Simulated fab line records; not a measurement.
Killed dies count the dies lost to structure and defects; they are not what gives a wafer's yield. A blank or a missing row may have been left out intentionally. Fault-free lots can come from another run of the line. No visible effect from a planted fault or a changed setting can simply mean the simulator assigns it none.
fab line records | flow n5-finfet
record lots=11 wafers=33 last-day=19
route steps=1938 shown BEOL_M15@1813 MIM_BOT@1832 MIM_TOP@1835 PASSIVATION@1936
lots untouched by any fault: they come from a run of this same line in which no faults occurred
start-h: hours from the record's opening day to when the first of the lot's shown wafers began | wait-h: hours elapsed since this lot's preceding step | " the same as in the row above | L1.1+2: a row that stands for several wafers | - value missing, or start not given | * or withheld: withheld | < > ~ a bound
route shown NAME@n: names a module that has steps shown in the file, with the first one's number in the route | usual: mean/standard deviation taken from wafers without a fault | same: alike in all rows | chamber/n: place in a boat | sites: per-site readings | _std_site: standard deviation of those values | _edge_site: the outer-site mean with the inner-site mean subtracted | radius-mm: for every site, how far away it sits from the centre of the wafer | mask NAME#n: copy n | behind: the most recent tool/chamber to have shaped the wafer | hold: what put the lot on hold/how long, in hours/how the hold closed | device: transistor that didn't switch, given as n, p or np | end of line: tests of these same wafers at the route's end | where a step has no rows: the recipe by itself | killed: dies lost to structure and defects at the first sort, not the wafer's yield | map: shows each die of a wafer: x if killed, . if not, _ if none is there
set.NAME: the run value of the setting; set.NAME@STEP: its run value at that earlier step | model.NAME: the simulator's own value behind a step, which no gauge read
route steps across a sampled set of lots; one table per step, one row per wafer
services: from which hour (start-h, from the record's first day; less than 0 if before it) a tool's chamber was out of use, for how many hours, and why
## steps
# step N5_BEOL_M15_STRIP_37
# recipe chemistry=O2 power-w=600 temp-c=60 pressure-mtorr=30 rf-frequency-hz=6e+07 bias-power-w=0 overash-fraction=0.3 o2-flow-sccm=225
# usual drypump-motor-current-A=5.55/0.28 oes-product-au=0.80/0.093 rf-vpp-V=3.7/0.65 showerhead-plenum-p-Torr=2.08/0.074 throttle-valve-pct=16.58/0.24
# columns lot.wafer tool chamber start-h wait-h drypump-motor-current-A oes-product-au rf-hours-counter-h rf-vpp-V showerhead-plenum-p-Torr throttle-valve-pct
L845.1 rie-diel-01 1 - - 5.60 0.69 240 3.8 2.15 16.82
L845.2 " 0 " " 5.08 0.80 96 3.7 2.12 16.86
L845.3 " 3 " " 5.64 0.74 155 4.0 2.01 16.39
L846.1 rie-diel-01 0 - - 5.08 0.80 97 2.9 2.12 16.86
L846.4 " 3 " " 5.66 0.75 157 2.9 2.01 16.38
L846.5 " 3 " " 5.67 0.73 - 3.9 2.01 16.39
L847.1 rie-diel-01 1 - - 5.59 0.70 244 3.9 2.15 16.83
L847.5 " 1 " " 5.59 0.70 - 3.0 2.15 16.83
L847.6 " 2 " " 5.68 0.70 - 3.9 2.07 16.91
L848.2 rie-diel-03 1 - - 5.19 0.75 176 3.3 1.92 16.47
L848.3 " 3 " " 5.71 0.96 6 3.4 2.07 16.56
L848.6 " 0 " " 5.59 0.70 - 3.9 2.06 16.65
L849.2 rie-diel-03 0 - - 5.58 0.69 242 3.9 2.06 16.65
L849.5 " 2 " " 5.30 0.71 - 3.6 2.08 17.22
L849.6 " 3 " " 5.69 0.95 - 3.6 2.07 16.60
L859.1 rie-diel-06 0 - - 5.47 0.81 108 3.5 2.12 16.48
L859.2 " 1 " " 5.96 0.82 85 3.5 2.12 16.44
L859.5 " 0 " " 5.50 0.81 - 3.1 2.12 16.49
L861.1 rie-diel-06 0 - - 5.45 0.81 112 4.5 2.12 16.49
L861.4 " 1 " " 5.97 0.82 - 3.4 2.12 16.46
L861.5 " 0 " " 5.45 0.81 - 3.6 2.12 16.45
L862.3 rie-diel-03 3 - - 5.69 0.89 36 3.6 2.05 16.63
L862.4 " 0 " " 5.55 0.95 5 2.7 2.06 16.22
L862.5 " 1 " " 5.20 0.72 - 3.3 1.91 16.53
L863.1 rie-diel-06 2 - - 5.94 0.74 161 3.7 2.18 16.45
L863.3 " 3 " " 5.06 0.92 19 4.5 2.23 16.34
L863.5 " 1 " " 5.96 0.82 - 4.6 2.11 16.48
L866.2 rie-diel-01 3 - - 5.69 0.71 201 4.1 1.99 16.49
L866.5 " 3 " " 5.67 0.71 - 5.3 1.99 16.48
L866.6 " 2 " " 5.67 0.91 - 3.9 2.05 16.48
L868.2 rie-diel-01 3 - - 5.64 0.70 208 3.5 1.99 16.48
L868.4 " 2 " " 5.70 0.90 32 3.8 2.05 16.53
L868.6 " 1 " " 5.60 0.90 - 3.6 2.14 16.42
# step N5_BEOL_M15_RS_MEAS_54
# recipe thk-meas-gauge=four-point-probe reads=Cu_of_BEOL_M15_ECD_47+Ta_of_BEOL_M15_SPUTTER_44+TaN_of_BEOL_M15_SPUTTER_43
# usual M15_RS=0.0216/0.00035
# columns lot.wafer tool chamber start-h wait-h M15_RS[ohm/sq]
L845.1 film-metro-02 - 271.11 0.0 0.0214
L845.2 " - " " 0.0215
L845.3 " - " " 0.0217
L846.1 film-metro-01 - 275.86 0.0 0.0210
L846.4 " - " " 0.0212
L846.5 " - " " 0.0212
L847.1 film-metro-02 - 283.46 0.0 0.0214
L847.5 " - " " 0.0214
L847.6 " - " " 0.0218
L848.2 film-metro-02 - 309.66 0.1 0.0211
L848.3 " - " " 0.0214
L848.6 " - " " 0.0218
L849.2 film-metro-02 - 311.09 0.1 0.0219
L849.5 " - " " 0.0214
L849.6 " - " " 0.0219
L859.1 film-metro-02 - 367.18 0.0 0.0213
L859.2 " - " " 0.0217
L859.5 " - " " 0.0216
L861.1 film-metro-02 - 378.55 0.0 0.0217
L861.4 " - " " 0.0217
L861.5 " - " " 0.0215
L862.3 film-metro-01 - 394.03 0.1 0.0211
L862.4 " - " " 0.0218
L862.5 " - " " 0.0219
L863.1 film-metro-02 - 406.15 0.0 0.0219
L863.3 " - " " 0.0218
L863.5 " - " " 0.0213
L866.2 film-metro-02 - 406.83 0.1 0.0212
L866.5 " - " " 0.0213
L866.6 " - " " 0.0216
L868.2 film-metro-02 - 433.48 0.1 0.0220
L868.4 " - " " 0.0214
L868.6 " - " " 0.0207
# step N5_MIM_BOT_DEGAS_01
# recipe ambient=vacuum temp-c=300 time-s=60
# usual heater-power-w=464/48
# columns lot.wafer tool chamber start-h wait-h heater-power-w
L845.1 pvd-sputter-02 - 274.15 2.0 495
L845.2 " - " " 549
L845.3 " - " " 415
L846.1 pvd-sputter-02 - 277.35 0.5 411
L846.4 " - " " 502
L846.5 " - " " 449
L847.1 pvd-sputter-02 - 287.12 2.6 447
L847.5 " - " " 504
L847.6 " - " " 545
L848.2 pvd-sputter-01 - 313.50 2.8 492
L848.3 " - " " 439
L848.6 " - " " 503
L849.2 pvd-sputter-01 - 314.12 2.0 401
L849.5 " - " " 406
L849.6 " - " " 464
L859.1 pvd-sputter-01 - 368.60 0.4 447
L859.2 " - " " 507
L859.5 " - " " 405
L861.1 pvd-sputter-02 - 382.86 3.3 502
L861.4 " - " " 550
L861.5 " - " " 548
L862.3 pvd-sputter-02 - 396.06 1.0 444
L862.4 " - " " 504
L862.5 " - " " 423
L863.1 pvd-sputter-02 - 408.28 1.1 419
L863.3 " - " " 437
L863.5 " - " " 398
L866.2 pvd-sputter-02 - 408.58 0.7 505
L866.5 " - " " 409
L866.6 " - " " 546
L868.2 pvd-sputter-02 - 435.62 1.1 509
L868.4 " - " " 420
L868.6 " - " " 494
# step N5_MIM_TOP_ALD_01
# recipe material=HfO2 target-thk-a=56 temp-c=withheld ald-precursor-family=Hf-amide ald-co-reactant=O3 pulse-time-s=1 purge-time-s=3 co-reactant-purge-time-s=2 co-reactant-pulse-time-s=3 ald-cycles=62
# usual ald-cycles=62/0 precursor-pulse-height-rel=1.000/0.02
# columns lot.wafer tool chamber start-h wait-h ald-cycles precursor-pulse-height-rel
L845.1 ald-hk-01 2 274 - 62 1.027
L845.2 " 1 " " 62 1.056
L845.3 " 3 " " 62 0.972
L846.1 ald-hk-01 2 277 - 62 0.988
L846.4 " 3 " " 62 0.978
L846.5 " 1 " " 62 0.950
L847.1 ald-hk-01 3 287 - 62 1.009
L847.5 " 2 " " 62 0.982
L847.6 " 1 " " 62 1.017
L848.2 ald-hk-03 3 313 - 62 1.001
L848.3 " 1 " " 62 1.010
L848.6 " 3 " " 62 0.970
L849.2 ald-hk-01 2 314 - 62 1.031
L849.5 " 3 " " 62 1.021
L849.6 " 0 " " 62 1.037
L859.1 ald-hk-02 0 368 - 62 0.979
L859.2 " 3 " " 62 0.970
L859.5 " 1 " " 64 0.983
L861.1 ald-hk-01 3 383 - 62 0.998
L861.4 " 1 " " 62 0.980
L861.5 " 1 " " 62 0.989
L862.3 ald-hk-01 3 396 - 62 1.006
L862.4 " 0 " " 62 1.016
L862.5 " 0 " " 62 0.985
L863.1 ald-hk-01 3 408 - 62 0.969
L863.3 " 0 " " 62 1.043
L863.5 " 1 " " 62 1.030
L866.2 ald-hk-01 0 408 - 62 0.995
L866.5 " 0 409 - 62 0.970
L866.6 " 1 " " 62 1.000
L868.2 ald-hk-01 2 435 - 62 0.990
L868.4 " 0 " " 62 0.988
L868.6 " 3 " " 62 1.008
# step N5_PASSIVATION_PROBE_49
# usual defect-limited-yield=91.0/1.5 killed_at_M0_to_M3=37/12 killed_at_M4_up=13/5 killed-at-contacts=13/6.1 killed-at-front-end=39/11 killed-at-other=4/3.2 killed-dies=106/17 killed-open=69/12 killed-short=35/7.9 sort_bin_5_function=5.3/1 sort_bin_6_memory=3.3/0.68 sort-n-pass=1074/17 sort-yield-pct=91.0/1.5
# same gross-dies=1180 killed-at-back-side=0 sort_bin_4_leakage[%]=0 sort_bin_8_speed[%]=0
# columns lot.wafer tool chamber start-h wait-h defect-limited-yield[%] killed_at_M0_to_M3 killed_at_M4_up killed-at-contacts killed-at-front-end killed-at-other killed-dies killed-open killed-short sort_bin_5_function[%] sort_bin_6_memory[%] sort-n-pass sort-yield-pct[%]
L845.1 prober-01 - 291.42 0.0 91.7 30 22 8 35 3 98 61 34 5.3 2.5 1082 91.7
L845.2 prober-01 - 291.47 0.1 86.9 43 17 18 71 6 155 107 47 7.6 5.3 1025 86.9
L845.3 prober-01 - 291.52 0.1 89.2 28 29 11 49 10 127 90 37 6.9 3.6 1053 89.2
L859.1 prober-02 - 384.07 0.0 92.7 29 11 13 33 0 86 61 24 4.8 2.1 1094 92.7
L859.2 prober-02 - 384.12 0.1 91.1 22 18 23 39 3 105 78 26 4.6 4.1 1075 91.1
L859.5 prober-02 - 384.27 0.2 92.5 35 11 9 34 0 89 59 29 4.3 3.1 1091 92.5
L861.1 prober-01 - 395.42 0.0 93.4 31 17 9 21 0 78 52 26 3.9 2.4 1102 93.4
L861.4 prober-01 - 395.57 0.2 91.5 32 10 12 41 5 100 67 28 4.3 3.8 1080 91.5
L861.5 prober-01 - 395.62 0.2 92.2 35 16 13 24 4 92 62 27 4.4 2.9 1088 92.2
L862.3 prober-02 - 409.56 0.1 92.5 23 9 7 48 2 89 59 27 4.9 2.5 1091 92.5
L862.4 prober-02 - 409.61 0.2 93.6 19 16 5 32 4 76 52 22 3.5 2.8 1104 93.6
L862.5 prober-02 - 409.66 0.2 90.0 46 21 14 34 3 118 79 38 6.1 3.5 1062 90.0
L866.2 prober-02 - 426.34 0.1 89.3 40 16 22 45 3 126 100 25 6.8 3.9 1054 89.3
L866.5 prober-02 - 426.49 0.2 91.8 32 13 21 29 2 97 71 23 5.0 3.1 1083 91.8
L866.6 prober-02 - 426.54 0.3 92.4 31 6 19 33 1 90 59 31 4.7 2.8 1090 92.4
# killed by level:class
L845.1 BEOL_M4:geometric-particle:open=11 FIN_SAQP:geometric-particle:open=10 BEOL_M0_SAQP:geometric-particle:open=7 FIN_SAQP:geometric-particle:short=6 BEOL_M0_SAQP:geometric-particle:short=6 STI_FIN_REVEAL:geometric-particle:open=6 DUMMY_GATE:geometric-particle:open=5 MOL_CONTACT_COAG:geometric-particle:open=5
L845.2 FIN_SAQP:geometric-particle:open=24 MOL_CONTACT_COAG:geometric-particle:open=15 GATE_CUT:geometric-particle:open=10 BEOL_M3:geometric-particle:open=10 BEOL_M4:geometric-particle:open=10 BEOL_M0_SAQP:geometric-particle:short=9 STI_FIN_REVEAL:geometric-particle:open=8 DUMMY_GATE:geometric-particle:open=8
L845.3 BEOL_M4:geometric-particle:open=17 STI_FIN_REVEAL:geometric-particle:open=11 FIN_SAQP:geometric-particle:open=10 DUMMY_GATE:geometric-particle:open=10 MOL_CONTACT_COAG:geometric-particle:open=9 FIN_SAQP:geometric-particle:short=8 BEOL_M2:geometric-particle:open=8 BEOL_M3:geometric-particle:open=8
L859.1 BEOL_M2:geometric-particle:open=13 MOL_CONTACT_COAG:geometric-particle:open=11 FIN_SAQP:geometric-particle:open=6 FIN_SAQP:geometric-particle:short=6 STI_FIN_REVEAL:geometric-particle:open=5 BEOL_M4:geometric-particle:open=5 DUMMY_GATE:geometric-particle:open=4 GATE_CUT:geometric-particle:short=4
L859.2 MOL_CONTACT_COAG:geometric-particle:open=19 BEOL_M0_SAQP:geometric-particle:open=10 FIN_SAQP:geometric-particle:open=9 BEOL_M4:geometric-particle:open=8 FIN_SAQP:geometric-particle:short=6 BEOL_M0_SAQP:geometric-particle:short=6 STARTING-WAFER:geometric-particle:open=5 STI_FIN_REVEAL:geometric-particle:open=4
L859.5 BEOL_M0_SAQP:geometric-particle:short=9 BEOL_M0_SAQP:geometric-particle:open=9 BEOL_M3:geometric-particle:open=8 STI_FIN_REVEAL:geometric-particle:open=7 MOL_CONTACT_COAG:geometric-particle:open=6 FIN_SAQP:geometric-particle:open=5 DUMMY_GATE:geometric-particle:open=4 ILD0:geometric-particle:open=4
L861.1 BEOL_M2:geometric-particle:open=10 FIN_SAQP:geometric-particle:open=6 BEOL_M0_SAQP:geometric-particle:short=6 MOL_CONTACT_COAG:geometric-particle:open=5 BEOL_M4:geometric-particle:open=5 MOL_CONTACT_COAG:geometric-particle:short=4 BEOL_M0_SAQP:geometric-particle:open=4 BEOL_M5:geometric-particle:open=4
L861.4 FIN_SAQP:geometric-particle:short=10 FIN_SAQP:geometric-particle:open=10 BEOL_M2:geometric-particle:open=10 MOL_CONTACT_COAG:geometric-particle:open=7 STI_FIN_REVEAL:geometric-particle:open=6 BEOL_M4:geometric-particle:open=6 BEOL_M0_SAQP:geometric-particle:open=5 BEOL_M3:geometric-particle:open=5
L861.5 MOL_CONTACT_COAG:geometric-particle:open=10 BEOL_M1:geometric-particle:open=10 BEOL_M3:geometric-particle:open=7 BEOL_M0_SAQP:geometric-particle:short=6 BEOL_M4:geometric-particle:open=6 BEOL_M5:geometric-particle:open=5 STARTING-WAFER:geometric-particle:short=5 FIN_SAQP:geometric-particle:short=4
L862.3 STI_FIN_REVEAL:geometric-particle:open=10 FIN_SAQP:geometric-particle:open=8 DUMMY_GATE:geometric-particle:open=7 BEOL_M2:geometric-particle:open=7 ILD0:geometric-particle:short=5 MOL_CONTACT_COAG:geometric-particle:open=5 BEOL_M2:geometric-particle:short=4 BEOL_M3:geometric-particle:open=4
L862.4 BEOL_M4:geometric-particle:open=12 STI_FIN_REVEAL:geometric-particle:open=10 BEOL_M2:geometric-particle:open=7 BEOL_M0_SAQP:geometric-particle:open=6 FIN_SAQP:geometric-particle:short=5 STARTING-WAFER:geometric-particle:short=4 MOL_CONTACT_COAG:geometric-particle:open=4 BEOL_M0_SAQP:geometric-particle:short=3
L862.5 BEOL_M0_SAQP:geometric-particle:open=14 BEOL_M4:geometric-particle:open=13 MOL_CONTACT_COAG:geometric-particle:open=12 BEOL_M0_SAQP:geometric-particle:short=10 BEOL_M2:geometric-particle:open=9 STI_FIN_REVEAL:geometric-particle:open=8 BEOL_M3:geometric-particle:open=6 FIN_SAQP:geometric-particle:short=4
L866.2 MOL_CONTACT_COAG:geometric-particle:open=19 FIN_SAQP:geometric-particle:open=16 STI_FIN_REVEAL:geometric-particle:open=12 BEOL_M2:geometric-particle:open=12 BEOL_M0_SAQP:geometric-particle:open=7 DUMMY_GATE:geometric-particle:open=5 BEOL_M1:geometric-particle:open=5 BEOL_M3:geometric-particle:open=5
L866.5 MOL_CONTACT_COAG:geometric-particle:open=19 FIN_SAQP:geometric-particle:open=9 BEOL_M2:geometric-particle:open=8 BEOL_M3:geometric-particle:open=6 GATE_CUT:geometric-particle:short=5 STI_FIN_REVEAL:geometric-particle:open=4 BEOL_M0_SAQP:geometric-particle:open=4 BEOL_M4:geometric-particle:open=4
L866.6 MOL_CONTACT_COAG:geometric-particle:open=15 FIN_SAQP:geometric-particle:open=10 BEOL_M2:geometric-particle:open=9 FIN_SAQP:geometric-particle:short=6 BEOL_M2:geometric-particle:short=6 BEOL_M0_SAQP:geometric-particle:short=5 BEOL_M0_SAQP:geometric-particle:open=5 GATE_CUT:geometric-particle:short=4
## services
# columns tool chamber start-h hours kind
rie-diel-03 3 244.60 9.1 repair
ald-hk-02 - 251.09 0.7 repair
rie-diel-06 2 269.26 3.9 repair
rie-diel-01 0 275.92 17.7 repair
ald-hk-02 - 282.22 8.7 pm
rie-diel-01 2 304.47 - clean
rie-diel-01 2 304.47 - consumable-replace:focus-ring
rie-diel-01 2 304.47 25.8 scheduled-down
rie-diel-01 2 304.47 25.8 vent-cycle
ald-hk-02 - 307.79 3.4 repair
rie-diel-01 1 330.27 - clean
rie-diel-01 1 330.27 - consumable-replace:focus-ring
rie-diel-03 - 339.99 0.7 repair
ald-hk-01 - 352.97 0.3 repair
rie-diel-06 0 356.11 2.4 repair
rie-diel-01 0 358.70 5.0 repair
rie-diel-03 0 364.52 16.1 repair
rie-diel-01 0 367.00 3.0 repair
rie-diel-06 2 374.77 20.6 repair
ald-hk-03 - 396.43 14.6 pm
ald-hk-02 - 407.76 1.6 repair
rie-diel-06 3 411.55 5.7 repair
pvd-sputter-01 - 415.17 1.8 repair
ald-hk-03 - 423.64 1.0 repair
## key
first-sign step=N5_MIM_TOP_ALD_01 reading=ald-cycles direction=up sigmas=99+ usual=* struck=*
effect none on later readings
met-at N5_MIM_TOP_ALD_01
struck-lots L859
struck-wafers L859.5
not-acting-at N5_BEOL_M15_STRIP_37,N5_BEOL_M15_RS_MEAS_54,N5_MIM_BOT_DEGAS_01
fault kind=process-parameter-drift tool=ald-hk-02 chamber=1 onset-h=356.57 steps=N5_MIM_TOP_ALD_01 channel=ald-cycles offset=* shape=step end-h=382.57 acts-in=* stated=*
